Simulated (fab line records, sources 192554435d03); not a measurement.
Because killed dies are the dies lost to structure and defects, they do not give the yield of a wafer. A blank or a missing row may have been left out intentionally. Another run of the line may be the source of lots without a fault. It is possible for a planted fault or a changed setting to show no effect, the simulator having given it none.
fab line records    flow n5Finfet    part 2 of 2: steps 5 to 6 of 6
record: lots: 19  wafers: 57  lastDay: 19
route steps=1938 shown BEOL_M1@767
lots that met no fault: from a run of the same line without faults
startH: start of the lot's first displayed wafer, in hours after the record's first day    waitH: time in hours since the lot's previous step    " repeats the value in the row above    L1.1+2: several wafers, shown together as one row    - no value, or no start given    * or withheld: withheld    < > ~ a bound
route shown NAME@n: NAME is a module with steps in the file, n the number in the route of the first one    usual: mean/standard deviation taken from wafers without a fault    same: alike in all rows    chamber/n: place in a boat    sites: per-site readings    _std_site: how widely they spread, as a standard deviation    _edge_site: outer sites' mean less inner sites'    radiusMm: for every site, how far away it sits from the centre of the wafer    mask NAME#n: copy n    behind: the most recent tool/chamber to have shaped the wafer    hold: why the lot went on hold/how many hours it stayed there/how the hold came to an end    device: which transistor (n, p or np) failed to switch    end of line: at the end of the route, the tests of the same wafers    a step given without rows: its recipe and nothing more    killed: the dies lost at the first sort to structure and to defects; this is not the yield of the wafer    map: the dies of a wafer, with x for killed, . for not killed, _ for no die there
set.NAME: the setting that was run; set.NAME@STEP: the one run at that earlier step    model.NAME: the simulator's own value behind a step, which no gauge read
steps of the route over a sample of lots; a table a step, a row a wafer
services: the hour from which a tool's chamber was out of use, counted from the record's first day as startH (under 0 if before that day), plus the number of hours and why
== steps ==
step: N5_BEOL_M1_ETCH_77
recipe: chemistry: N2/H2  target: underlayer  targetDepthA: 65  maskMaterial: CAR-EUV  timeS: 5.2  ionEnergyEv: 200  pressureMtorr: 30  sourceW: 840  biasW: 150  n2FlowSccm: 200  h2FlowSccm: 200  ends: cleared
usual: drypumpMotorCurrentA: 5.55/0.29  etchRfOnTimeS: 5.16/0.08  n2FlowSccm: 200.0/0.6  oesProductAu: 0.65/0.053  rfVppV: 523.5/2.8  showerheadPlenumPTorr: 2.53/0.089  throttleValvePct: 17.86/0.23
lot.wafer  tool        chamber  startH  waitH  drypumpMotorCurrentA  etchRfOnTimeS  n2FlowSccm  oesProductAu  rfHoursCounterH  rfVppV  showerheadPlenumPTorr  throttleValvePct
L074.1     rieDiel-01  2        130.50  0.0    5.70                  5.19           201.0       0.62          196              524.0   2.53                   18.05
L074.2     "           1        "       "      5.59                  5.04           199.9       0.62          195              526.6   2.64                   17.94
L074.3     "           3        "       "      5.68                  5.02           200.0       0.66          114              520.5   2.47                   17.67
L075.1     rieDiel-01  2        132.81  0.0    5.70                  5.19           199.7       0.63          197              524.0   2.53                   18.03
L075.4     "           0        "       "      5.08                  5.12           198.7       0.72          62               524.2   2.58                   17.93
L075.5     "           3        "       "      5.67                  5.09           200.1       0.67          -                521.6   2.46                   17.68
L076.1     rieDiel-01  2        136.14  0.0    5.67                  5.20           200.3       0.63          199              525.3   2.53                   18.03
L076.5     "           2        "       "      5.68                  5.17           200.6       0.62          -                523.3   2.53                   18.06
L076.6     "           3        "       "      5.66                  5.15           199.6       0.67          -                523.5   2.46                   17.67
L077.2     rieDiel-06  2        142.44  0.0    5.92                  5.11           199.7       0.71          97               527.8   2.68                   17.77
L077.3     "           0        "       "      5.47                  5.06           199.7       0.77          42               524.9   2.59                   17.47
L077.6     "           2        "       "      5.93                  5.17           199.9       0.69          -                529.1   2.68                   17.76
L078.2     rieDiel-01  0        144.72  0.0    5.07                  5.12           200.3       0.72          64               524.4   2.58                   17.91
L078.5     "           1        "       "      5.56                  5.08           200.8       0.62          -                524.4   2.64                   17.97
L078.6     "           2        "       "      5.69                  5.24           200.3       0.62          -                522.6   2.53                   18.04
L080.1     rieDiel-01  0        159.28  0.0    5.08                  5.17           200.7       0.70          68               526.1   2.57                   17.94
L080.2     "           3        "       "      5.67                  5.18           199.6       0.66          122              521.5   2.46                   17.69
L080.6     "           2        "       "      5.69                  5.24           200.3       0.61          -                521.9   2.52                   18.05
L082.1     rieDiel-06  3        175.14  0.0    5.07                  5.30           199.4       0.61          212              520.6   2.41                   17.94
L082.2     "           2        "       "      5.99                  5.19           199.5       0.68          104              526.5   2.68                   17.77
L082.6     "           3        "       "      5.08                  5.30           199.1       0.61          -                520.8   2.41                   17.96
L083.1     rieDiel-03  1        181.70  0.0    5.21                  5.15           199.7       0.67          133              518.9   2.34                   17.50
L083.3     "           3        "       "      5.70                  5.24           198.9       0.60          224              522.2   2.52                   18.18
L083.5     "           1        "       "      5.23                  5.20           199.3       0.67          -                519.3   2.34                   17.50
L084.1     rieDiel-06  2        186.45  0.0    5.98                  5.15           200.1       0.67          107              528.7   2.68                   17.75
L084.2     "           1        "       "      5.99                  5.00           198.8       0.77          29               523.5   2.59                   17.61
L084.5     "           3        "       "      5.07                  5.20           201.2       0.62          -                519.7   2.41                   17.94
L085.1     rieDiel-06  0        198.29  0.0    5.48                  4.98           199.8       0.75          58               525.2   2.58                   17.53
L085.2     "           3        "       "      5.05                  5.16           198.7       0.62          218              518.8   2.41                   17.99
L085.6     "           2        "       "      5.96                  5.09           200.1       0.68          -                528.4   2.68                   17.77
L086.1     rieDiel-01  3        202.21  0.0    5.70                  5.12           198.1       0.65          133              520.8   2.46                   17.70
L086.4     "           0        "       "      5.07                  5.12           200.2       0.69          79               524.6   2.57                   17.93
L086.5     "           3        "       "      5.69                  5.07           199.9       0.66          -                521.5   2.46                   17.71
L087.1     rieDiel-06  2        207.41  0.0    5.95                  5.24           199.2       0.68          113              526.0   2.68                   17.79
L087.5     "           2        "       "      5.94                  5.22           200.4       0.66          -                527.5   2.67                   17.77
L087.6     "           3        "       "      5.06                  5.30           199.3       0.60          -                518.1   2.41                   17.98
L088.1     rieDiel-06  3        207.67  0.0    5.07                  5.22           200.3       0.60          221              517.6   2.41                   17.96
L088.2     "           0        "       "      5.48                  5.05           199.3       0.73          60               524.8   2.58                   17.49
L088.5     "           1        "       "      5.99                  5.06           199.9       0.76          -                527.2   2.59                   17.65
L090.1     rieDiel-03  3        216.56  0.0    5.71                  5.20           199.5       0.60          234              524.1   2.51                   18.22
L090.4     "           2        "       "      5.30                  5.27           200.7       0.63          176              522.1   2.53                   18.38
L090.5     "           3        "       "      5.71                  5.25           199.9       0.59          -                524.0   2.51                   18.21
L089.1     rieDiel-01  3        216.73  0.0    5.67                  5.13           200.7       0.64          139              521.1   2.45                   17.73
L089.2     "           2        "       "      5.69                  5.23           200.6       0.60          222              523.3   2.52                   18.08
L089.5     "           3        "       "      5.65                  5.08           200.8       0.65          -                520.6   2.45                   17.73
L092.1     rieDiel-01  3        227.00  0.0    5.67                  5.15           200.2       0.64          144              518.8   2.45                   17.74
L092.3     "           2        "       "      5.69                  5.28           200.5       0.60          227              521.7   2.51                   18.09
L092.5     "           3        "       "      5.66                  5.08           200.7       0.65          -                522.0   2.45                   17.71
L093.3     rieDiel-03  1        236.59  0.0    5.23                  5.24           199.4       0.65          150              517.1   2.33                   17.51
L093.5     "           1        "       "      5.18                  5.21           199.8       0.64          -                517.9   2.33                   17.55
L093.6     "           2        "       "      5.31                  5.30           199.9       0.62          -                524.7   2.53                   18.37
L094.1     rieDiel-03  2        239.35  0.0    5.30                  5.22           200.4       0.61          185              521.6   2.53                   18.38
L094.2     "           1        "       "      5.23                  5.14           200.6       0.65          151              518.4   2.33                   17.51
L094.4     "           0        "       "      5.57                  5.22           199.7       0.61          217              526.6   2.51                   17.64
L097.2     rieDiel-01  0        256.62  0.0    5.05                  5.12           200.1       0.70          92               524.1   2.56                   17.95
L097.4     "           3        "       "      5.66                  5.09           199.6       0.65          152              522.8   2.45                   17.74
L097.6     "           0        "       "      5.07                  5.17           199.8       0.69          -                525.5   2.56                   17.98
step: N5_BEOL_M1_ETCH_69
recipe: chemistry: CF4  target: SiARC  targetDepthA: 156  maskMaterial: CAR-EUV  timeS: 26  ionEnergyEv: 80  pressureMtorr: 40  sourceW: 545  biasW: 36  Ar_flow_sccm: 100  cf4FlowSccm: 100  ends: cleared
usual: drypumpMotorCurrentA: 5.54/0.29  etchRfOnTimeS: 25.8/0.38  oesProductAu: 0.66/0.053  rfVppV: 183.9/1.3  showerheadPlenumPTorr: 2.13/0.067  throttleValvePct: 15.58/0.24
lot.wafer  tool        chamber  startH  waitH  drypumpMotorCurrentA  etchRfOnTimeS  oesProductAu  rfHoursCounterH  rfVppV  showerheadPlenumPTorr  throttleValvePct
L074.1     rieDiel-01  2        130.52  0.0    5.67                  26.4           0.62          196              183.5   2.13                   15.77
L074.2     "           1        "       "      5.55                  25.5           0.63          195              185.0   2.21                   15.67
L074.3     "           3        "       "      5.66                  25.7           0.67          114              184.5   2.08                   15.32
L075.1     rieDiel-01  2        132.83  0.0    5.70                  26.5           0.61          197              183.3   2.13                   15.77
L075.4     "           0        "       "      5.07                  25.7           0.72          62               185.2   2.17                   15.70
L075.5     "           3        "       "      5.66                  25.7           0.67          -                184.1   2.08                   15.31
L076.1     rieDiel-01  2        136.16  0.0    5.68                  26.6           0.61          199              183.3   2.13                   15.77
L076.5     "           2        "       "      5.71                  26.4           0.62          -                185.1   2.13                   15.77
L076.6     "           3        "       "      5.68                  25.7           0.67          -                182.7   2.08                   15.33
L077.2     rieDiel-06  2        142.45  0.0    5.98                  25.8           0.69          97               185.2   2.24                   15.30
L077.3     "           0        "       "      5.46                  25.1           0.77          42               185.1   2.18                   15.23
L077.6     "           2        "       "      5.97                  25.5           0.69          -                185.1   2.24                   15.29
L078.2     rieDiel-01  0        144.73  0.0    5.05                  25.7           0.72          64               182.2   2.17                   15.72
L078.5     "           1        "       "      5.60                  25.6           0.62          -                184.1   2.20                   15.67
L078.6     "           2        "       "      5.67                  26.4           0.61          -                184.0   2.12                   15.76
L080.1     rieDiel-01  0        159.29  0.0    5.08                  25.5           0.72          68               184.7   2.17                   15.72
L080.2     "           3        "       "      5.66                  25.4           0.67          122              182.7   2.08                   15.34
L080.6     "           2        "       "      5.70                  26.1           0.62          -                185.9   2.12                   15.77
L082.1     rieDiel-06  3        175.16  0.0    5.07                  26.5           0.61          212              183.1   2.03                   15.65
L082.2     "           2        "       "      5.97                  26.2           0.69          104              185.9   2.24                   15.31
L082.6     "           3        "       "      5.08                  26.5           0.61          -                182.8   2.03                   15.63
L083.1     rieDiel-03  1        181.72  0.0    5.22                  26.0           0.67          133              183.3   1.99                   15.37
L083.3     "           3        "       "      5.70                  26.0           0.60          224              182.6   2.12                   15.90
L083.5     "           1        "       "      5.20                  25.9           0.66          -                181.4   1.99                   15.38
L084.1     rieDiel-06  2        186.47  0.0    5.93                  25.6           0.68          107              187.3   2.24                   15.30
L084.2     "           1        "       "      5.94                  25.3           0.77          29               184.1   2.18                   15.28
L084.5     "           3        "       "      5.08                  26.3           0.62          -                183.6   2.03                   15.65
L085.1     rieDiel-06  0        198.30  0.0    5.45                  25.2           0.75          58               186.4   2.17                   15.28
L085.2     "           3        "       "      5.06                  26.1           0.61          218              180.9   2.03                   15.66
L085.6     "           2        "       "      5.95                  25.8           0.67          -                186.3   2.24                   15.31
L086.1     rieDiel-01  3        202.22  0.0    5.68                  25.5           0.66          133              184.7   2.07                   15.37
L086.4     "           0        "       "      5.09                  25.4           0.70          79               184.4   2.17                   15.73
L086.5     "           3        "       "      5.68                  25.4           0.65          -                183.3   2.07                   15.36
L087.1     rieDiel-06  2        207.43  0.0    5.97                  26.0           0.67          113              184.7   2.24                   15.33
L087.5     "           2        "       "      5.97                  25.9           0.67          -                185.4   2.24                   15.32
L087.6     "           3        "       "      5.06                  26.0           0.61          -                183.1   2.03                   15.65
L088.1     rieDiel-06  3        207.69  0.0    5.06                  26.4           0.61          221              182.2   2.03                   15.66
L088.2     "           0        "       "      5.51                  25.6           0.75          60               183.9   2.17                   15.29
L088.5     "           1        "       "      5.95                  25.1           0.77          -                183.8   2.18                   15.29
L090.1     rieDiel-03  3        216.57  0.0    5.71                  25.8           0.60          234              183.8   2.11                   15.91
L090.4     "           2        "       "      5.32                  26.0           0.63          176              185.4   2.14                   16.10
L090.5     "           3        "       "      5.69                  25.9           0.60          -                183.8   2.11                   15.90
L089.1     rieDiel-01  3        216.75  0.0    5.66                  25.5           0.65          139              183.3   2.07                   15.36
L089.2     "           2        "       "      5.68                  26.3           0.61          222              183.2   2.12                   15.83
L089.5     "           3        "       "      5.65                  25.5           0.65          -                182.9   2.07                   15.36
L092.1     rieDiel-01  3        227.02  0.0    5.68                  25.6           0.65          144              183.2   2.07                   15.37
L092.3     "           2        "       "      5.68                  26.3           0.60          228              183.2   2.12                   15.85
L092.5     "           3        "       "      5.67                  25.7           0.65          -                182.1   2.07                   15.36
L093.3     rieDiel-03  1        236.61  0.0    5.22                  26.2           0.65          150              183.2   1.98                   15.40
L093.5     "           1        "       "      5.22                  26.1           0.66          -                181.1   1.98                   15.42
L093.6     "           2        "       "      5.29                  26.3           0.62          -                183.2   2.14                   16.11
L094.1     rieDiel-03  2        239.37  0.0    5.23                  26.3           0.62          185              182.9   2.13                   16.12
L094.2     "           1        "       "      5.22                  26.2           0.65          151              182.8   1.98                   15.42
L094.4     "           0        "       "      5.54                  26.2           0.61          217              182.6   2.12                   15.58
L097.2     rieDiel-01  0        256.63  0.0    5.07                  25.8           0.69          92               183.5   2.16                   15.78
L097.4     "           3        "       "      5.65                  25.7           0.64          152              183.3   2.07                   15.38
L097.6     "           0        "       "      5.07                  25.8           0.69          -                185.2   2.16                   15.78
== services ==
tool        chamber  startH  hours  kind
rieDiel-03  -        110.52  4.3    pm
rieDiel-03  0        122.22  3.0    repair
rieDiel-03  0        125.87  9.6    repair
rieDiel-01  0        135.30  1.6    repair
rieDiel-06  2        146.56  6.0    repair
rieDiel-03  2        152.31  9.3    repair
rieDiel-03  1        174.66  6.3    repair
rieDiel-01  0        210.39  10.2   repair
rieDiel-03  2        241.27  5.7    repair
rieDiel-03  3        244.60  9.1    repair
